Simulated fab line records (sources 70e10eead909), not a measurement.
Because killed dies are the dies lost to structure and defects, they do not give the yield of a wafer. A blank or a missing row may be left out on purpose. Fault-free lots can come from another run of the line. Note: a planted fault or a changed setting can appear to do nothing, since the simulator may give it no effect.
fab line records	flow nand-harc
record: lots: 7	wafers: 21	last-day: 33
route steps=1302 shown A_SLIT@941 A_SIN_REMOVE@947 A_WL_FILL@952
lots untouched by any fault: they come from a run of this same line in which no faults occurred
start-h: the number of hours between the record's first day and the start of the first shown wafer of the lot	wait-h: hours since the lot's step before	" repeats the value in the row above	L1.1+2: several wafers, shown together as one row	- either no value or no given start	* or withheld: withheld	< > ~ a bound
route shown NAME@n: NAME is a module with steps in the file, n the number in the route of the first one	usual: average and standard deviation across the fault-free wafers	same: alike in all rows	chamber/n: place in a boat	sites: readings site by site	_std_site: their standard deviation	_edge_site: inner sites' mean taken away from outer sites' mean	radius-mm: for every site, how far away it sits from the centre of the wafer	mask NAME#n: copy n	behind: the last tool/chamber to shape the wafer	hold: cause of the lot's hold/its duration in hours/its outcome	device: the transistor (n, p or np) that didn't switch	end of line: at the end of the route, the tests of the same wafers	a step without rows: its recipe alone	killed: not the wafer's yield, but the dies lost to structure and defects at the first sort	map: per-die view of a wafer (x killed, . not killed, _ where there is no die)
set.NAME: the run value of the setting; set.NAME@STEP: its run value at that earlier step	model.NAME: the simulator's own value behind a step, which no gauge read
lots seen at some steps along the route; tables by step, rows by wafer
services: when a tool's chamber went out of use (start-h, in hours from the record's first day, below 0 if earlier), for how many hours, and the reason
== steps ==
step: NHARC_A_SLIT_STRIP_28
recipe: o2-flow-sccm: 400	cos-flow-sccm: 20	ar-flow-sccm: 0	bias-w: 0	chemistry: O2/COS
step: NHARC_A_SLIT_ETCH_29
recipe: target-depth-a: 1000	overetch-a: 100	time-s: 55	ion-energy-ev: 100	cf4-flow-sccm: 80	o2-flow-sccm: 20	ar-flow-sccm: 0	rf-w: 300	bias-w: 100	chemistry: CF4/O2
usual: drypump-motor-current-A: 5.6/0.42	mfc-ar-sccm: 0.012/0.014	oes-product-au: 1.002/0.015	rf-vpp-V: 197.9/1.6	showerhead-plenum-p-Torr: 1.34/0.063	throttle-valve-pct: 13.398/0.0091
lot.wafer	tool	chamber	start-h	wait-h	drypump-motor-current-A	mfc-ar-sccm	oes-product-au	rf-hours-counter-h	rf-vpp-V	showerhead-plenum-p-Torr	throttle-valve-pct
L627.1	rie-diel-08	0	518.34	0.1	5.9	0.013	1.019	7	195.9	1.24	13.377
L627.6	"	3	"	"	5.7	0	0.997	-	200.1	1.42	13.392
L627.5	"	0	"	"	5.9	0.013	1.018	-	195.6	1.24	13.386
L636.2	rie-diel-08	2	590.92	0.1	5.3	0.034	1.003	2	196.7	1.35	13.409
L636.5	"	3	"	"	5.7	0	1.022	-	201.0	1.42	13.399
L636.4	"	2	"	"	5.3	0.034	1.000	-	198.1	1.35	13.405
L637.3	rie-diel-13	3	591.48	0.1	5.0	0.029	1.016	4	196.8	1.29	13.382
L637.2	"	2	"	"	5.2	0.034	0.975	3	198.6	1.43	13.386
L637.5	"	3	"	"	5.0	0.029	1.008	-	196.6	1.29	13.406
L635.2	rie-diel-13	1	594.72	0.1	5.8	0.024	0.994	3	197.0	1.28	13.401
L635.1	"	2	"	"	5.2	0.034	0.970	4	200.6	1.43	13.397
L635.5	"	3	"	"	5.1	0.029	1.015	-	195.8	1.29	13.380
L642.2	rie-diel-09	2	659.52	0.1	6.0	0.009	0.989	9	197.2	1.25	13.392
L642.1	"	1	"	"	6.1	0	1.003	8	199.8	1.35	13.407
L642.5	"	2	"	"	6.0	0.009	0.996	-	195.6	1.25	13.390
L644.1	rie-diel-09	0	673.76	0.1	4.9	0.002	0.993	9	197.5	1.36	13.400
L644.2	"	2	"	"	5.9	0.009	0.987	10	195.3	1.25	13.401
L644.5	"	0	"	"	4.8	0.002	0.993	-	199.5	1.36	13.380
L645.4	rie-diel-08	3	682.11	0.1	5.7	0	1.022	7	199.7	1.41	13.382
L645.2	"	0	"	"	5.9	0.013	1.007	6	195.9	1.24	13.391
L645.5	"	2	"	"	5.3	0.034	1.008	-	198.7	1.35	13.401
step: NHARC_A_SLIT_STRIP_18
recipe: o2-flow-sccm: 500	ar-flow-sccm: 0	bias-w: 0	chemistry: O2
usual: drypump-motor-current-A: 5.7/0.42	mfc-ar-sccm: 0.012/0.013	oes-product-au: 1.003/0.015	rf-vpp-V: 57.8/0.99	showerhead-plenum-p-Torr: 3.55/0.16	throttle-valve-pct: 17.037/0.0086
lot.wafer	tool	chamber	start-h	wait-h	drypump-motor-current-A	mfc-ar-sccm	oes-product-au	rf-hours-counter-h	rf-vpp-V	showerhead-plenum-p-Torr	throttle-valve-pct
L627.1	rie-diel-08	3	-	-	5.7	0	0.988	8	57.6	3.73	17.036
L627.6	"	3	"	"	5.7	0	1.014	-	57.8	3.73	17.044
L627.5	"	0	"	"	5.9	0.013	1.018	-	56.5	3.29	17.055
L636.2	rie-diel-08	2	-	-	5.3	0.034	0.998	2	56.5	3.56	17.038
L636.4	"	1	"	"	6.1	0	1.014	-	57.8	3.57	17.058
L636.5	"	2	"	"	5.4	0.034	0.999	-	57.3	3.56	17.029
L637.3	rie-diel-13	0	-	-	5.7	0	0.992	4	57.7	3.73	17.036
L637.2	"	1	"	"	5.8	0.024	0.991	3	58.0	3.38	17.042
L637.5	"	0	"	"	5.7	0	0.993	-	56.7	3.73	17.033
L635.2	rie-diel-13	0	-	-	5.7	0	1.000	4	56.7	3.73	17.036
L635.1	"	1	"	"	5.8	0.024	0.994	3	56.3	3.38	17.023
L635.5	"	0	"	"	5.7	0	1.005	-	58.1	3.73	17.039
L642.2	rie-diel-09	0	-	-	4.9	0.002	1.000	8	58.4	3.59	17.036
L642.1	"	1	"	"	6.1	0	1.001	8	55.5	3.57	17.019
L642.5	"	3	"	"	6.0	0	0.991	-	58.0	3.70	17.042
L644.1	rie-diel-09	0	-	-	4.8	0.002	1.008	9	58.2	3.58	17.037
L644.2	"	3	"	"	6.1	0	1.011	11	58.3	3.70	17.020
L644.5	"	1	"	"	6.1	0	1.017	-	59.4	3.57	17.036
L645.2	rie-diel-08	1	-	-	6.1	0	1.017	8	57.5	3.57	17.039
L645.4	"	3	"	"	5.7	0	1.012	7	57.2	3.73	17.042
L645.5	"	1	"	"	6.1	0	1.019	-	56.4	3.57	17.039
step: NHARC_A_SLIT_PRECLEAN_19
recipe: time-s: *	temp-c: 50	bath-age-min: 0	chemistry: SC1
step: NHARC_A_SLIT_SRD_20
step: NHARC_A_SLIT_CD_MEAS_21
usual: cd-nm: 289.3/1.2
lot.wafer	tool	chamber	start-h	wait-h	cd-nm
L627.1	cd-sem-01	-	518.87	-	289.6
L627.5	"	-	"	"	289.8
L627.6	"	-	"	"	291.3
L636.2	cd-sem-02	-	591.51	-	288.1
L636.4	"	-	"	"	287.7
L636.5	"	-	"	"	289.0
L637.2	cd-sem-01	-	592.02	-	291.8
L637.3	"	-	"	"	290.6
L637.5	"	-	"	"	290.5
L635.1	cd-sem-03	-	595.24	-	291.2
L635.2	"	-	"	"	290.3
L635.5	"	-	"	"	290.0
L642.1	cd-sem-03	-	660.05	-	291.0
L642.2	"	-	"	"	288.4
L642.5	"	-	"	"	288.3
L644.1	cd-sem-03	-	674.29	-	286.7
L644.2	"	-	"	"	287.2
L644.5	"	-	"	"	287.9
L645.2	cd-sem-02	-	682.69	0.1	288.6
L645.4	"	-	"	"	290.3
L645.5	"	-	"	"	288.7
step: NHARC_A_SIN_REMOVE_WET_00
recipe: temp-c: 160	time-s: 15300	chemistry: H3PO4
step: NHARC_A_SIN_REMOVE_PRECLEAN_01
recipe: time-s: *	temp-c: 50	bath-age-min: 0	chemistry: SC1
step: NHARC_A_SIN_REMOVE_SRD_02
step: NHARC_A_SIN_REMOVE_INSPECT_04
usual: raw-defect-count: 373/83
lot.wafer	tool	chamber	start-h	wait-h	raw-defect-count
L627.1	defect-inspect-02	-	525.53	0.0	389
L627.5	"	-	"	"	234
L627.6	"	-	"	"	284
L636.2	defect-inspect-02	-	598.06	0.0	277
L636.4	"	-	"	"	292
L636.5	"	-	"	"	308
L637.2	defect-inspect-01	-	598.07	0.0	392
L637.3	"	-	"	"	350
L637.5	"	-	"	"	377
L635.1	defect-inspect-01	-	602.75	0.0	340
L635.2	"	-	"	"	419
L635.5	"	-	"	"	381
L642.1	defect-inspect-01	-	666.74	0.0	482
L642.2	"	-	"	"	379
L642.5	"	-	"	"	433
L644.1	defect-inspect-01	-	680.95	0.0	314
L644.2	"	-	"	"	294
L644.5	"	-	"	"	356
L645.2	defect-inspect-02	-	688.08	0.0	342
L645.4	"	-	"	"	347
L645.5	"	-	"	"	294
step: NHARC_A_WL_FILL_ALD_00
recipe: target-thk-a: 30	pulse-time-s: 3	ald-cycles: 30	temp-c: 300	material: Al2O3
usual: heater-power-w: 431/44	precursor-pulse-height-rel: 1.002/0.019
lot.wafer	tool	chamber	start-h	wait-h	heater-power-w	precursor-pulse-height-rel
L627.1	ald-hk-04	1	525.60	0.1	370	0.971
L627.6	"	1	"	"	373	0.994
L627.5	"	2	"	"	407	1.000
L636.2	ald-hk-01	2	598.13	0.1	514	1.001
L636.4	"	0	"	"	417	0.974
L636.5	"	2	"	"	499	1.018
L637.2	ald-hk-01	1	598.32	0.3	461	0.989
L637.3	"	3	"	"	453	1.014
L637.5	"	1	"	"	452	0.974
L635.1	ald-hk-01	2	602.82	0.1	511	0.970
L635.2	"	0	"	"	418	0.995
L635.5	"	3	"	"	441	1.019
L642.1	ald-hk-01	2	666.86	0.1	525	0.963
L642.2	"	3	"	"	445	1.019
L642.5	"	1	"	"	463	1.010
L644.2	ald-hk-03	1	681.01	0.1	403	1.033
L644.1	"	0	"	"	465	1.003
L644.5	"	1	"	"	389	0.996
L645.2	ald-hk-04	2	688.47	0.4	421	1.002
L645.4	"	3	"	"	458	0.995
L645.5	"	2	"	"	410	0.972
step: NHARC_A_WL_FILL_RTA_01
recipe: temp-c: 1000	time-s: 5
usual: anneal-temp-c-max: 1003.2/0.65	lamp-power-pct: 29.03/0.11	lamp_zone_2_pct: 29.04/0.12	lamp_zone_3_pct: 29.04/0.11	wafer_temp_C_max: 1003.9/0.96
lot.wafer	tool	chamber	start-h	wait-h	anneal-temp-c-max	lamp-power-pct	lamp_zone_2_pct	lamp_zone_3_pct	wafer_temp_C_max
L627.1	rtp-anneal-01	0	525.86	-	1003.5	29.15	29.12	29.12	1004.2
L627.5	"	0	"	"	1002.8	29.11	29.11	29.18	1004.8
L627.6	"	0	"	"	1002.5	29.15	29.14	29.19	1004.9
L636.2	rtp-anneal-01	-	598.42	-	-	-	-	-	-
L636.4	"	-	"	"	-	-	-	-	-
L636.5	"	-	"	"	-	-	-	-	-
L637.2	rtp-anneal-02	-	598.59	-	-	-	-	-	-
L637.3	"	-	"	"	-	-	-	-	-
L637.5	"	-	"	"	-	-	-	-	-
L635.1	rtp-anneal-01	-	603.09	-	-	-	-	-	-
L635.2	"	-	"	"	-	-	-	-	-
L635.5	"	-	"	"	-	-	-	-	-
L642.1	rtp-anneal-01	0	667.07	-	1002.9	29.15	29.18	29.12	1003.6
L642.2	"	0	"	"	1003.7	29.14	29.09	29.17	1003.7
L642.5	"	0	"	"	1004.0	29.18	29.13	29.13	1004.2
L644.1	rtp-anneal-02	0	681.28	-	1002.9	28.90	28.88	28.87	1002.3
L644.2	"	0	"	"	1004.5	28.91	28.88	28.89	1003.7
L644.5	"	0	"	"	1004.0	28.93	28.88	28.91	1002.7
L645.2	rtp-anneal-01	0	688.93	0.4	1003.4	29.14	29.16	29.19	1004.2
L645.4	"	0	"	"	1003.7	29.16	29.16	29.16	1003.5
L645.5	"	0	"	"	1003.9	29.17	29.13	29.15	1004.1
step: NHARC_A_WL_FILL_ALD_02
recipe: target-thk-a: 20	pulse-time-s: 3	ald-cycles: 100	temp-c: 450	material: TiN
usual: heater-power-w: 1096/130	precursor-pulse-height-rel: 0.999/0.02
lot.wafer	tool	chamber	start-h	wait-h	heater-power-w	precursor-pulse-height-rel
L627.1	ald-metal-04	0	526.08	0.2	1162	0.985
L627.6	"	0	"	"	1130	1.012
L627.5	"	1	"	"	936	1.022
L636.2	ald-metal-03	2	598.65	0.2	1129	0.983
L636.4	"	3	"	"	953	0.971
L636.5	"	1	"	"	978	0.986
L637.2	ald-metal-04	1	598.78	0.2	967	1.016
L637.3	"	0	"	"	1135	0.977
L637.5	"	1	"	"	966	0.977
L635.1	ald-metal-01	1	603.34	0.2	972	0.973
L635.2	"	3	"	"	1183	1.015
L635.5	"	0	"	"	882	1.030
L642.1	ald-metal-03	1	667.29	0.2	1003	1.007
L642.2	"	3	"	"	967	0.967
L642.5	"	2	"	"	1136	1.015
L644.1	ald-metal-04	1	681.50	0.2	1004	0.991
L644.2	"	0	"	"	1143	0.966
L644.5	"	1	"	"	1021	1.001
L645.4	ald-metal-01	1	689.11	0.1	981	0.987
L645.2	"	3	"	"	1157	1.036
L645.5	"	2	"	"	1298	1.037
== services ==
tool	chamber	start-h	hours	kind
rie-diel-09	0	496.92	25.6	repair
rie-diel-09	-	497.10	9.0	pm
rie-diel-13	-	519.00	9.0	pm
ald-metal-01	-	526.00	10.0	pm
ald-metal-03	0	532.22	19.0	repair
rie-diel-13	0	540.14	4.5	repair
rie-diel-08	2	540.60	7.3	repair
rie-diel-08	-	544.80	9.0	pm
ald-metal-03	3	548.63	26.8	repair
ald-metal-03	-	568.00	10.0	pm
rie-diel-13	-	568.82	4.4	repair
ald-hk-03	-	571.56	10.0	pm
rie-diel-08	0	583.51	9.2	repair
ald-hk-04	-	613.25	10.0	pm
ald-metal-03	-	615.14	0.4	repair
rie-diel-13	2	618.97	3.3	repair
ald-metal-01	3	645.59	8.9	repair
ald-metal-04	-	652.04	10.0	pm
rie-diel-13	2	652.81	2.6	repair
ald-hk-01	-	654.94	10.0	pm
ald-metal-01	-	666.37	1.0	repair
ald-metal-01	2	669.23	4.2	repair
rie-diel-09	-	674.10	9.0	pm
rie-diel-13	3	680.45	16.7	repair
== key ==
first-sign: step: NHARC_A_WL_FILL_RTA_01	reading: tool-record	direction: missing
effect none on later readings
met-at NHARC_A_WL_FILL_RTA_01
struck-wafers L635.1,L635.2,L635.5,L636.2,L636.4,L636.5,L637.2,L637.3,L637.5
later-rows-left-out L635.1,L635.2,L635.5,L636.2,L636.4,L636.5,L637.2,L637.3,L637.5
sort-left-out L635.1,L635.2,L635.5,L636.2,L636.4,L636.5,L637.2,L637.3,L637.5
tester-left-out L635,L636,L637
onset-between 525.86 598.42
fault: kind: skipped-step-whole	tool: rtp-anneal-01,rtp-anneal-02	chamber: -	onset-h: 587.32	steps: NHARC_A_WL_FILL_RTA_01	scope: struck-lots-only
tester-left-out: of these lots the tester's yield and bins aren't shown, on N5 and GAA mostly nor the transistor test; their killed dies are dies lost to structure and defects alone, not to doping, threshold or leakage, so they don't give the yield
sort-left-out: the simulated sort isn't trusted on such a fault, so these wafers' sort isn't shown, and their yield isn't known
later-rows-left-out: the simulator's readings of these wafers behind a module that went badly wrong aren't trusted and aren't shown, but for the sort
